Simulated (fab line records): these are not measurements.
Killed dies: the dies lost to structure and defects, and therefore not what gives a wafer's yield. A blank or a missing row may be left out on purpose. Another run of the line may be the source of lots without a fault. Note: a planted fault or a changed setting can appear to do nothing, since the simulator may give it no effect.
What tool caused it? / flow n5-finfet / 33 wafers from 11 lots sampled at 4 of the route's 1938 steps

WHAT THE GAUGES READ, wafer by wafer
N5_PASSIVATION_CD_MEAS_44 targets a cd of 40000 nm. Usual: cd-nm reads 40000 nm (standard deviation 2.8).
lot=L571; measured=day 11 08:43; on=cd-sem-03; cd-nm (nm)=40008 40005 40003; flag=
lot=L572; measured=day 11 23:22; on=cd-sem-01; cd-nm (nm)=39998 40004 39995; flag=
lot=L573; measured=day 12 11:25; on=cd-sem-02; cd-nm (nm)=40001 40005 40002; flag=
lot=L575; measured=day 13 02:31; on=cd-sem-02; cd-nm (nm)=40000 40001 40002; flag=
lot=L582; measured=day 15 03:04; on=cd-sem-01; cd-nm (nm)=40001 40002 40001; flag=
lot=L585; measured=day 15 23:45; on=cd-sem-03; cd-nm (nm)=40002 40001 40000; flag=
lot=L587; measured=day 15 19:17; on=cd-sem-01; cd-nm (nm)=40001 39999 39996; flag=
lot=L588; measured=day 16 19:40; on=cd-sem-02; cd-nm (nm)=39999 39999 40001; flag=
lot=L590; measured=day 17 22:44; on=cd-sem-03; cd-nm (nm)=40000 40000 40000; flag=
lot=L594; measured=day 17 21:50; on=cd-sem-03; cd-nm (nm)=39998 39999 40000; flag=
lot=L593; measured=day 18 02:54; on=cd-sem-01; cd-nm (nm)=39998 40000 39999; flag=

WHAT TOOL EACH LOT RAN ON (gives the tool, then ch and the chambers of the sampled wafers, and finally the start)
lot=L571; N5_HKMG_FIN_ETCH_86=rie-diel-04 ch 2,3, day 4 05:09; N5_PASSIVATION_DESCUM_32=rie-diel-03 ch 1,2,3, day 11 06:58; N5_PASSIVATION_ETCH_59=rie-metal-03 ch 0,1, day 11 07:27
lot=L572; N5_HKMG_FIN_ETCH_86=rie-diel-04 ch 1,2, day 4 12:30; N5_PASSIVATION_DESCUM_32=rie-diel-04 ch 0,2,3, day 11 21:43; N5_PASSIVATION_ETCH_59=rie-metal-03 ch 1, day 11 22:13
lot=L573; N5_HKMG_FIN_ETCH_86=rie-diel-04 ch 0,2,3, day 4 18:40; N5_PASSIVATION_DESCUM_32=rie-diel-03 ch 0,1, day 12 09:16; N5_PASSIVATION_ETCH_59=rie-metal-01 ch 0, day 12 10:10
lot=L575; N5_HKMG_FIN_ETCH_86=rie-diel-03 ch 0,1, day 5 05:03; N5_PASSIVATION_DESCUM_32=rie-diel-05 ch 0,2,3, day 13 00:03; N5_PASSIVATION_ETCH_59=rie-metal-01 ch 0, day 13 00:56
lot=L582; N5_HKMG_FIN_ETCH_86=rie-diel-04 ch 0,2,3, day 6 22:11; N5_PASSIVATION_DESCUM_32=rie-diel-04 ch 1,2, day 15 01:25; N5_PASSIVATION_ETCH_59=rie-metal-02 ch 1, day 15 01:53
lot=L585; N5_HKMG_FIN_ETCH_86=rie-diel-03 ch 1,2, day 7 20:22; N5_PASSIVATION_DESCUM_32=rie-diel-04 ch 0,2, day 15 21:28; N5_PASSIVATION_ETCH_59=rie-metal-03 ch 0, day 15 22:21
lot=L587; N5_HKMG_FIN_ETCH_86=rie-diel-05 ch 0,1,2, day 8 02:53; N5_PASSIVATION_DESCUM_32=rie-diel-03 ch 0,1,2, day 15 17:23; N5_PASSIVATION_ETCH_59=rie-metal-01 ch 0,1, day 15 17:55
lot=L588; N5_HKMG_FIN_ETCH_86=rie-diel-03 ch 1,2,3, day 8 11:16; N5_PASSIVATION_DESCUM_32=rie-diel-03 ch 0,1,3, day 16 17:53; N5_PASSIVATION_ETCH_59=rie-metal-03 ch 0,1, day 16 18:22
lot=L590; N5_HKMG_FIN_ETCH_86=rie-diel-03 ch 0,2, day 8 23:06; N5_PASSIVATION_DESCUM_32=rie-diel-04 ch 0,3, day 17 20:56; N5_PASSIVATION_ETCH_59=rie-metal-03 ch 0,1, day 17 21:28
lot=L594; N5_HKMG_FIN_ETCH_86=rie-diel-03 ch 1,2, day 9 23:11; N5_PASSIVATION_DESCUM_32=rie-diel-03 ch 0,1,2, day 17 20:10; N5_PASSIVATION_ETCH_59=rie-metal-03 ch 0,1, day 17 20:39
lot=L593; N5_HKMG_FIN_ETCH_86=rie-diel-04 ch 1,2, day 10 00:31; N5_PASSIVATION_DESCUM_32=rie-diel-04 ch 0,1,3, day 18 00:55; N5_PASSIVATION_ETCH_59=rie-metal-03 ch 0,1, day 18 01:26
- N5_HKMG_FIN_ETCH_86: etches SOC in N2/H2, stops on TiN, target depth 393.2 nm.
- N5_PASSIVATION_DESCUM_32: chemistry O2, time 7.9 s.
- N5_PASSIVATION_ETCH_59: etches TaN in Cl2/BCl3, target depth 65 nm, time 34.9 s.

WHAT THE TOOLS THEMSELVES READ (means of the sampled wafers that have a number; where no wafer has one, the mark that the record gives instead)
N5_HKMG_FIN_ETCH_86. Usual: drypump-motor-current-A 5.9 A, standard deviation 0.35; oes-product-au 0.77 a.u., standard deviation 0.076; rf-vpp-V 241.1 V, standard deviation 1.1; showerhead-plenum-p-Torr 2.58 Torr, standard deviation 0.073; throttle-valve-pct 17.9 %, standard deviation 0.32.
lot=L571; tool=rie-diel-04; drypump-motor-current-A (A)=6.2; oes-product-au (a.u.)=0.77; rf-vpp-V (V)=241.2; showerhead-plenum-p-Torr (Torr)=2.56; throttle-valve-pct (%)=18.2; flag=
lot=L572; tool=rie-diel-04; drypump-motor-current-A (A)=6.3; oes-product-au (a.u.)=0.72; rf-vpp-V (V)=241.5; showerhead-plenum-p-Torr (Torr)=2.61; throttle-valve-pct (%)=18.1; flag=
lot=L573; tool=rie-diel-04; drypump-motor-current-A (A)=6.2; oes-product-au (a.u.)=0.75; rf-vpp-V (V)=240.9; showerhead-plenum-p-Torr (Torr)=2.58; throttle-valve-pct (%)=18.1; flag=
lot=L575; tool=rie-diel-03; drypump-motor-current-A (A)=5.6; oes-product-au (a.u.)=0.74; rf-vpp-V (V)=240.4; showerhead-plenum-p-Torr (Torr)=2.50; throttle-valve-pct (%)=17.6; flag=
lot=L582; tool=rie-diel-04; drypump-motor-current-A (A)=6.2; oes-product-au (a.u.)=0.74; rf-vpp-V (V)=241.5; showerhead-plenum-p-Torr (Torr)=2.57; throttle-valve-pct (%)=18.1; flag=
lot=L585; tool=rie-diel-03; drypump-motor-current-A (A)=5.7; oes-product-au (a.u.)=0.83; rf-vpp-V (V)=241.7; showerhead-plenum-p-Torr (Torr)=2.60; throttle-valve-pct (%)=17.4; flag=
lot=L587; tool=rie-diel-05; drypump-motor-current-A (A)=5.5; oes-product-au (a.u.)=0.80; rf-vpp-V (V)=242.0; showerhead-plenum-p-Torr (Torr)=2.64; throttle-valve-pct (%)=17.7; flag=
lot=L588; tool=rie-diel-03; drypump-motor-current-A (A)=5.6; oes-product-au (a.u.)=0.78; rf-vpp-V (V)=241.4; showerhead-plenum-p-Torr (Torr)=2.55; throttle-valve-pct (%)=17.7; flag=
lot=L590; tool=rie-diel-03; drypump-motor-current-A (A)=5.8; oes-product-au (a.u.)=0.80; rf-vpp-V (V)=242.3; showerhead-plenum-p-Torr (Torr)=2.66; throttle-valve-pct (%)=17.7; flag=
lot=L594; tool=rie-diel-03; drypump-motor-current-A (A)=5.5; oes-product-au (a.u.)=0.77; rf-vpp-V (V)=240.3; showerhead-plenum-p-Torr (Torr)=2.51; throttle-valve-pct (%)=17.5; flag=
lot=L593; tool=rie-diel-04; drypump-motor-current-A (A)=6.2; oes-product-au (a.u.)=0.82; rf-vpp-V (V)=240.6; showerhead-plenum-p-Torr (Torr)=2.56; throttle-valve-pct (%)=18.2; flag=

N5_PASSIVATION_DESCUM_32. Usual: drypump-motor-current-A 5.9 A, standard deviation 0.36; oes-product-au 0.79 a.u., standard deviation 0.095; rf-vpp-V 243.4 V, standard deviation 1.4; showerhead-plenum-p-Torr 2.10 Torr, standard deviation 0.065; temp-c 39.99 C, standard deviation 0.1; throttle-valve-pct 20.47 %, standard deviation 0.26.
lot=L571; tool=rie-diel-03; drypump-motor-current-A (A)=5.5; oes-product-au (a.u.)=0.76; rf-vpp-V (V)=243.2; showerhead-plenum-p-Torr (Torr)=2.09; temp-c (C)=39.92; throttle-valve-pct (%)=20.35; flag=
lot=L572; tool=rie-diel-04; drypump-motor-current-A (A)=6.2; oes-product-au (a.u.)=0.82; rf-vpp-V (V)=243.0; showerhead-plenum-p-Torr (Torr)=2.10; temp-c (C)=39.91; throttle-valve-pct (%)=20.59; flag=
lot=L573; tool=rie-diel-03; drypump-motor-current-A (A)=5.5; oes-product-au (a.u.)=0.79; rf-vpp-V (V)=243.0; showerhead-plenum-p-Torr (Torr)=2.04; temp-c (C)=40.10; throttle-valve-pct (%)=20.17; flag=
lot=L575; tool=rie-diel-05; drypump-motor-current-A (A)=5.7; oes-product-au (a.u.)=0.81; rf-vpp-V (V)=243.7; showerhead-plenum-p-Torr (Torr)=2.12; temp-c (C)=39.96; throttle-valve-pct (%)=20.31; flag=
lot=L582; tool=rie-diel-04; drypump-motor-current-A (A)=6.2; oes-product-au (a.u.)=0.76; rf-vpp-V (V)=243.8; showerhead-plenum-p-Torr (Torr)=2.09; temp-c (C)=39.96; throttle-valve-pct (%)=20.72; flag=
lot=L585; tool=rie-diel-04; drypump-motor-current-A (A)=6.1; oes-product-au (a.u.)=0.77; rf-vpp-V (V)=243.3; showerhead-plenum-p-Torr (Torr)=2.08; temp-c (C)=39.97; throttle-valve-pct (%)=20.67; flag=
lot=L587; tool=rie-diel-03; drypump-motor-current-A (A)=5.6; oes-product-au (a.u.)=0.81; rf-vpp-V (V)=243.0; showerhead-plenum-p-Torr (Torr)=2.11; temp-c (C)=40.02; throttle-valve-pct (%)=20.26; flag=
lot=L588; tool=rie-diel-03; drypump-motor-current-A (A)=5.5; oes-product-au (a.u.)=0.75; rf-vpp-V (V)=241.7; showerhead-plenum-p-Torr (Torr)=2.06; temp-c (C)=39.89; throttle-valve-pct (%)=20.49; flag=
lot=L590; tool=rie-diel-04; drypump-motor-current-A (A)=6.3; oes-product-au (a.u.)=0.92; rf-vpp-V (V)=244.1; showerhead-plenum-p-Torr (Torr)=2.11; temp-c (C)=40.01; throttle-valve-pct (%)=20.33; flag=
lot=L594; tool=rie-diel-03; drypump-motor-current-A (A)=5.6; oes-product-au (a.u.)=0.78; rf-vpp-V (V)=243.0; showerhead-plenum-p-Torr (Torr)=2.10; temp-c (C)=40.01; throttle-valve-pct (%)=20.30; flag=
lot=L593; tool=rie-diel-04; drypump-motor-current-A (A)=6.4; oes-product-au (a.u.)=0.90; rf-vpp-V (V)=243.9; showerhead-plenum-p-Torr (Torr)=2.11; temp-c (C)=39.98; throttle-valve-pct (%)=20.40; flag=

N5_PASSIVATION_ETCH_59. Usual: bcl3-flow-sccm 29.98 sccm, standard deviation 0.084; drypump-motor-current-A 5.6 A, standard deviation 0.42; oes-product-au 0.75 a.u., standard deviation 0.094; throttle-valve-pct 21.10 %, standard deviation 0.15.
lot=L571; tool=rie-metal-03; bcl3-flow-sccm (sccm)=29.96; drypump-motor-current-A (A)=5.4; oes-product-au (a.u.)=0.69; throttle-valve-pct (%)=21.14; flag=
lot=L572; tool=rie-metal-03; bcl3-flow-sccm (sccm)=29.96; drypump-motor-current-A (A)=5.2; oes-product-au (a.u.)=0.67; throttle-valve-pct (%)=21.10; flag=
lot=L573; tool=rie-metal-01; bcl3-flow-sccm (sccm)=30.08; drypump-motor-current-A (A)=6.0; oes-product-au (a.u.)=0.74; throttle-valve-pct (%)=21.18; flag=
lot=L575; tool=rie-metal-01; bcl3-flow-sccm (sccm)=29.94; drypump-motor-current-A (A)=6.0; oes-product-au (a.u.)=0.73; throttle-valve-pct (%)=21.20; flag=
lot=L582; tool=rie-metal-02; bcl3-flow-sccm (sccm)=29.94; drypump-motor-current-A (A)=5.3; oes-product-au (a.u.)=0.75; throttle-valve-pct (%)=21.04; flag=
lot=L585; tool=rie-metal-03; bcl3-flow-sccm (sccm)=30.03; drypump-motor-current-A (A)=5.8; oes-product-au (a.u.)=0.70; throttle-valve-pct (%)=21.26; flag=
lot=L587; tool=rie-metal-01; bcl3-flow-sccm (sccm)=30.00; drypump-motor-current-A (A)=5.5; oes-product-au (a.u.)=0.87; throttle-valve-pct (%)=20.93; flag=
lot=L588; tool=rie-metal-03; bcl3-flow-sccm (sccm)=29.93; drypump-motor-current-A (A)=5.4; oes-product-au (a.u.)=0.67; throttle-valve-pct (%)=21.18; flag=
lot=L590; tool=rie-metal-03; bcl3-flow-sccm (sccm)=30.00; drypump-motor-current-A (A)=5.4; oes-product-au (a.u.)=0.66; throttle-valve-pct (%)=21.18; flag=
lot=L594; tool=rie-metal-03; bcl3-flow-sccm (sccm)=30.10; drypump-motor-current-A (A)=5.4; oes-product-au (a.u.)=0.66; throttle-valve-pct (%)=21.17; flag=
lot=L593; tool=rie-metal-03; bcl3-flow-sccm (sccm)=29.96; drypump-motor-current-A (A)=5.6; oes-product-au (a.u.)=0.67; throttle-valve-pct (%)=21.22; flag=

THE ANSWER, worked out from the rows above alone
Rule: a lot is off if the mean of its wafers that have a number lies more than 3 standard deviations from the usual mean. Also off: a lot with no number at a reading for which 4 or more lots have one. Any other lot the step has rows for is counted as sound. Order of review: gauges by route order, followed by the tools' own readings, for which a lot's mean as printed above is used. The first step at which some lot is off is used, and at that step the reading that is off furthest; a lot without a number counts as furthest.
None of the lots is off at any reading shown; this tells nothing.

WHAT THE SIMULATOR HAD INSERTED
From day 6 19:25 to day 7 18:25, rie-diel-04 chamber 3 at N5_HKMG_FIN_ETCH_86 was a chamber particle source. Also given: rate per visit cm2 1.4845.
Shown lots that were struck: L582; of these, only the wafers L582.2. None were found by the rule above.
